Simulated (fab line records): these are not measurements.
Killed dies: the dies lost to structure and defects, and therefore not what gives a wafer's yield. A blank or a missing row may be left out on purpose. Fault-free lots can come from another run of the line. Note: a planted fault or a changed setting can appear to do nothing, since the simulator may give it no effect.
Which tool was responsible? + flow n5Finfet + 22 lots with 66 wafers sampled at 4 steps, on a route of 1938 steps

WHAT EACH GAUGE READ, for each wafer
N5_BEOL_M0_INSPECT_127: inspects for defects (darkfield). Usual: 70 for rawDefectCount, sd 23.
| lot  | measured     | on               | rawDefectCount | flag |
|------|--------------|------------------|----------------|------|
| L074 | day 6 04:36  | defectInspect-01 | 49 88 57       |      |
| L075 | day 6 13:53  | defectInspect-01 | 65 50 54       |      |
| L076 | day 6 17:23  | defectInspect-02 | 63 77 48       |      |
| L077 | day 6 19:28  | defectInspect-01 | 42 49 46       |      |
| L078 | day 7 05:19  | defectInspect-02 | 59 39 52       |      |
| L079 | day 7 07:28  | defectInspect-01 | 99 68 103      |      |
| L080 | day 7 16:07  | defectInspect-02 | 99 63 71       |      |
| L081 | day 7 20:48  | defectInspect-02 | 46 37 48       |      |
| L082 | day 8 07:52  | defectInspect-01 | 70 55 64       |      |
| L083 | day 8 09:51  | defectInspect-01 | 43 58 63       |      |
| L084 | day 8 19:14  | defectInspect-01 | 106 82 151     |      |
| L085 | day 9 00:59  | defectInspect-01 | 71 77 57       |      |
| L086 | day 9 03:35  | defectInspect-01 | 117 83 128     |      |
| L087 | day 9 07:17  | defectInspect-01 | 135 134 55     |      |
| L088 | day 9 15:22  | defectInspect-02 | 73 115 64      |      |
| L089 | day 9 22:15  | defectInspect-02 | 55 84 45       |      |
| L090 | day 9 23:14  | defectInspect-01 | 94 71 88       |      |
| L091 | day 10 07:02 | defectInspect-01 | 64 74 68       |      |
| L093 | day 10 19:14 | defectInspect-02 | 105 49 89      |      |
| L095 | day 11 03:31 | defectInspect-01 | 75 77 70       |      |
| L096 | day 11 12:07 | defectInspect-02 | 34 40 92       |      |
| L097 | day 11 15:20 | defectInspect-02 | 69 57 86       |      |

TOOL THAT RAN EACH LOT (tool first, then ch and the chambers of the sampled wafers, then the start)
| lot  | N5_BEOL_M0_ETCH_109               | N5_BEOL_M0_DEGAS_112        | N5_BEOL_M0_DEP_125              |
|------|-----------------------------------|-----------------------------|---------------------------------|
| L074 | rieDiel-01 ch 0,3, day 6 01:29    | pvdSputter-01, day 6 02:22  | pecvd-03 ch 0,1,2, day 6 04:31  |
| L075 | rieDiel-01 ch 1,2,3, day 6 11:14  | pvdSputter-03, day 6 11:45  | pecvd-03 ch 0,2, day 6 13:48    |
| L076 | rieDiel-01 ch 0,1,3, day 6 14:11  | pvdSputter-03, day 6 15:16  | pecvd-02 ch 0,1, day 6 17:17    |
| L077 | rieDiel-06 ch 0,3, day 6 16:55    | pvdSputter-01, day 6 17:19  | pecvd-03 ch 0,1,2, day 6 19:22  |
| L078 | rieDiel-01 ch 0,1,2, day 7 01:30  | pvdSputter-03, day 7 01:40  | pecvd-02 ch 0,1, day 7 05:13    |
| L079 | rieDiel-01 ch 0,1,3, day 7 04:35  | pvdSputter-02, day 7 04:55  | pecvd-04 ch 0,1,2, day 7 07:23  |
| L080 | rieDiel-06 ch 0,3, day 7 11:50    | pvdSputter-03, day 7 13:24  | pecvd-04 ch 1,2, day 7 16:02    |
| L081 | rieDiel-01 ch 0,1,3, day 7 17:23  | pvdSputter-01, day 7 18:43  | pecvd-02 ch 0,1,2, day 7 20:42  |
| L082 | rieDiel-06 ch 0,1,2, day 8 05:04  | pvdSputter-01, day 8 05:52  | pecvd-03 ch 1,2, day 8 07:46    |
| L083 | rieDiel-02 ch 0,2,3, day 8 06:27  | pvdSputter-03, day 8 07:04  | pecvd-02 ch 0,2, day 8 09:45    |
| L084 | rieDiel-06 ch 0,1,2, day 8 16:22  | pvdSputter-01, day 8 17:08  | pecvd-03 ch 1,2, day 8 19:08    |
| L085 | rieDiel-06 ch 0,3, day 8 21:10    | pvdSputter-03, day 8 21:25  | pecvd-03 ch 0,2, day 9 00:53    |
| L086 | rieDiel-01 ch 0,2,3, day 9 01:09  | pvdSputter-01, day 9 01:40  | pecvd-04 ch 0,1, day 9 03:30    |
| L087 | rieDiel-02 ch 0,1,2, day 9 04:06  | pvdSputter-03, day 9 04:30  | pecvd-03 ch 1,2, day 9 07:11    |
| L088 | rieDiel-02 ch 0,1,3, day 9 12:38  | pvdSputter-01, day 9 13:07  | pecvd-02 ch 0,1,2, day 9 15:16  |
| L089 | rieDiel-02 ch 0,2,3, day 9 19:34  | pvdSputter-02, day 9 20:10  | pecvd-04 ch 0,1,2, day 9 22:10  |
| L090 | rieDiel-01 ch 0,1, day 9 20:34    | pvdSputter-01, day 9 21:12  | pecvd-04 ch 0,2, day 9 23:08    |
| L091 | rieDiel-02 ch 1,2,3, day 10 03:59 | pvdSputter-02, day 10 04:26 | pecvd-04 ch 0,1, day 10 06:56   |
| L093 | rieDiel-02 ch 0,3, day 10 16:47   | pvdSputter-02, day 10 17:13 | pecvd-04 ch 1,2, day 10 19:08   |
| L095 | rieDiel-01 ch 1,2,3, day 10 23:32 | pvdSputter-01, day 11 01:22 | pecvd-03 ch 0,1,2, day 11 03:25 |
| L096 | rieDiel-01 ch 2,3, day 11 08:10   | pvdSputter-02, day 11 08:46 | pecvd-04 ch 0,1,2, day 11 12:02 |
| L097 | rieDiel-06 ch 1,3, day 11 11:18   | pvdSputter-02, day 11 11:41 | pecvd-04 ch 0,1, day 11 15:15   |
- N5_BEOL_M0_ETCH_109: etches SiCN in CH3F/O2, target depth 8 nm, overetch 2.4 nm, time 27.4 s.
- N5_BEOL_M0_DEGAS_112: time 60 s.
- N5_BEOL_M0_DEP_125: deposits SiCN from 3MS/NH3, target thk 8 nm, time 14 s.

WHAT THE TOOLS THEMSELVES READ (means of the sampled wafers that have a number; where no wafer has one, the mark that the record gives instead)
N5_BEOL_M0_ETCH_109. Usual: drypumpMotorCurrentA 5.7 A, standard deviation 0.49; mfcArSccm 150.0 sccm, standard deviation 0.43; oesProductAu 0.70 a.u., standard deviation 0.063; rfVppV 297.4 V, standard deviation 1.9; showerheadPlenumPTorr 2.00 Torr, standard deviation 0.08; throttleValvePct 16.29 %, standard deviation 0.17.
| lot  | tool       | drypumpMotorCurrentA (A) | mfcArSccm (sccm) | oesProductAu (a.u.) | rfVppV (V) | showerheadPlenumPTorr (Torr) | throttleValvePct (%) | flag |
|------|------------|--------------------------|------------------|---------------------|------------|------------------------------|----------------------|------|
| L074 | rieDiel-01 | 6.0                      | 150.0            | 0.68                | 295.5      | 1.92                         | 16.43                |      |
| L075 | rieDiel-01 | 5.8                      | 150.0            | 0.65                | 297.4      | 1.97                         | 16.38                |      |
| L076 | rieDiel-01 | 5.7                      | 150.1            | 0.67                | 295.8      | 1.95                         | 16.41                |      |
| L077 | rieDiel-06 | 5.3                      | 149.5            | 0.80                | 300.3      | 2.12                         | 16.15                |      |
| L078 | rieDiel-01 | 5.9                      | 150.0            | 0.61                | 297.3      | 1.95                         | 16.49                |      |
| L079 | rieDiel-01 | 5.7                      | 150.2            | 0.65                | 296.6      | 1.94                         | 16.41                |      |
| L080 | rieDiel-06 | 5.2                      | 150.1            | 0.76                | 299.5      | 2.12                         | 16.18                |      |
| L081 | rieDiel-01 | 5.7                      | 150.3            | 0.66                | 295.9      | 1.94                         | 16.44                |      |
| L082 | rieDiel-06 | 5.8                      | 150.4            | 0.74                | 297.7      | 2.06                         | 16.29                |      |
| L083 | rieDiel-02 | 5.4                      | 150.1            | 0.72                | 298.2      | 2.03                         | 16.17                |      |
| L084 | rieDiel-06 | 5.8                      | 149.7            | 0.74                | 297.8      | 2.06                         | 16.30                |      |
| L085 | rieDiel-06 | 5.2                      | 149.8            | 0.75                | 300.2      | 2.11                         | 16.21                |      |
| L086 | rieDiel-01 | 6.1                      | 149.8            | 0.71                | 295.1      | 1.93                         | 16.31                |      |
| L087 | rieDiel-02 | 5.7                      | 150.4            | 0.71                | 299.0      | 2.05                         | 16.06                |      |
| L088 | rieDiel-02 | 5.4                      | 149.8            | 0.71                | 296.8      | 1.99                         | 16.14                |      |
| L089 | rieDiel-02 | 5.4                      | 150.1            | 0.71                | 298.2      | 2.02                         | 16.21                |      |
| L090 | rieDiel-01 | 5.8                      | 149.9            | 0.60                | 295.7      | 1.92                         | 16.57                |      |
| L091 | rieDiel-02 | 5.3                      | 149.9            | 0.69                | 297.5      | 2.01                         | 16.18                |      |
| L093 | rieDiel-02 | 5.5                      | 150.3            | 0.71                | 296.8      | 2.00                         | 16.18                |      |
| L095 | rieDiel-01 | 5.8                      | 149.7            | 0.68                | 295.5      | 1.95                         | 16.31                |      |
| L096 | rieDiel-01 | 5.9                      | 150.0            | 0.72                | 296.5      | 1.94                         | 16.24                |      |
| L097 | rieDiel-06 | 5.6                      | 150.0            | 0.70                | 298.2      | 2.04                         | 16.29                |      |

N5_BEOL_M0_DEGAS_112. Usual: 326 W for heaterPowerW, sd 31.
| lot  | tool          | heaterPowerW (W) | flag |
|------|---------------|------------------|------|
| L074 | pvdSputter-01 | 323              |      |
| L075 | pvdSputter-03 | 292              |      |
| L076 | pvdSputter-03 | 305              |      |
| L077 | pvdSputter-01 | 332              |      |
| L078 | pvdSputter-03 | 305              |      |
| L079 | pvdSputter-02 | 332              |      |
| L080 | pvdSputter-03 | 309              |      |
| L081 | pvdSputter-01 | 332              |      |
| L082 | pvdSputter-01 | 349              |      |
| L083 | pvdSputter-03 | 335              |      |
| L084 | pvdSputter-01 | 351              |      |
| L085 | pvdSputter-03 | 303              |      |
| L086 | pvdSputter-01 | 326              |      |
| L087 | pvdSputter-03 | 324              |      |
| L088 | pvdSputter-01 | 324              |      |
| L089 | pvdSputter-02 | 348              |      |
| L090 | pvdSputter-01 | 297              |      |
| L091 | pvdSputter-02 | 331              |      |
| L093 | pvdSputter-02 | 325              |      |
| L095 | pvdSputter-01 | 328              |      |
| L096 | pvdSputter-02 | 338              |      |
| L097 | pvdSputter-02 | 345              |      |

N5_BEOL_M0_DEP_125. Usual: showerheadPlenumPTorr 3.662 Torr, standard deviation 0.0091; throttleValvePct 9.1 %, standard deviation 0.48.
| lot  | tool     | showerheadPlenumPTorr (Torr) | throttleValvePct (%) | flag |
|------|----------|------------------------------|----------------------|------|
| L074 | pecvd-03 | 3.670                        | 9.0                  |      |
| L075 | pecvd-03 | 3.660                        | 9.3                  |      |
| L076 | pecvd-02 | 3.662                        | 9.1                  |      |
| L077 | pecvd-03 | 3.669                        | 8.9                  |      |
| L078 | pecvd-02 | 3.664                        | 8.8                  |      |
| L079 | pecvd-04 | 3.663                        | 9.1                  |      |
| L080 | pecvd-04 | 3.655                        | 9.3                  |      |
| L081 | pecvd-02 | 3.655                        | 9.0                  |      |
| L082 | pecvd-03 | 3.672                        | 8.5                  |      |
| L083 | pecvd-02 | 3.655                        | 8.8                  |      |
| L084 | pecvd-03 | 3.666                        | 8.8                  |      |
| L085 | pecvd-03 | 3.661                        | 9.2                  |      |
| L086 | pecvd-04 | 3.657                        | 9.2                  |      |
| L087 | pecvd-03 | 3.667                        | 8.7                  |      |
| L088 | pecvd-02 | 3.656                        | 9.0                  |      |
| L089 | pecvd-04 | 3.661                        | 9.0                  |      |
| L090 | pecvd-04 | 3.666                        | 9.0                  |      |
| L091 | pecvd-04 | 3.659                        | 9.2                  |      |
| L093 | pecvd-04 | 3.658                        | 9.2                  |      |
| L095 | pecvd-03 | 3.668                        | 9.1                  |      |
| L096 | pecvd-04 | 3.659                        | 9.1                  |      |
| L097 | pecvd-04 | 3.660                        | 9.0                  |      |

THE ANSWER, worked out from the rows above alone
Rule: a lot is off if the mean of its wafers that have a number lies more than 3 standard deviations from the usual mean. Also off: a lot with no number at a reading for which 4 or more lots have one. The other lots that the step has rows for count as sound. After the gauges, taken in route order, come the tools' own readings; for these a lot's mean is taken, as printed above. At the first step where some lot is off, the reading lying furthest off is the one used; lots without a number count as furthest.
Nothing can be told from this: no lot is off at any reading shown.

WHAT THE SIMULATOR PUT IN
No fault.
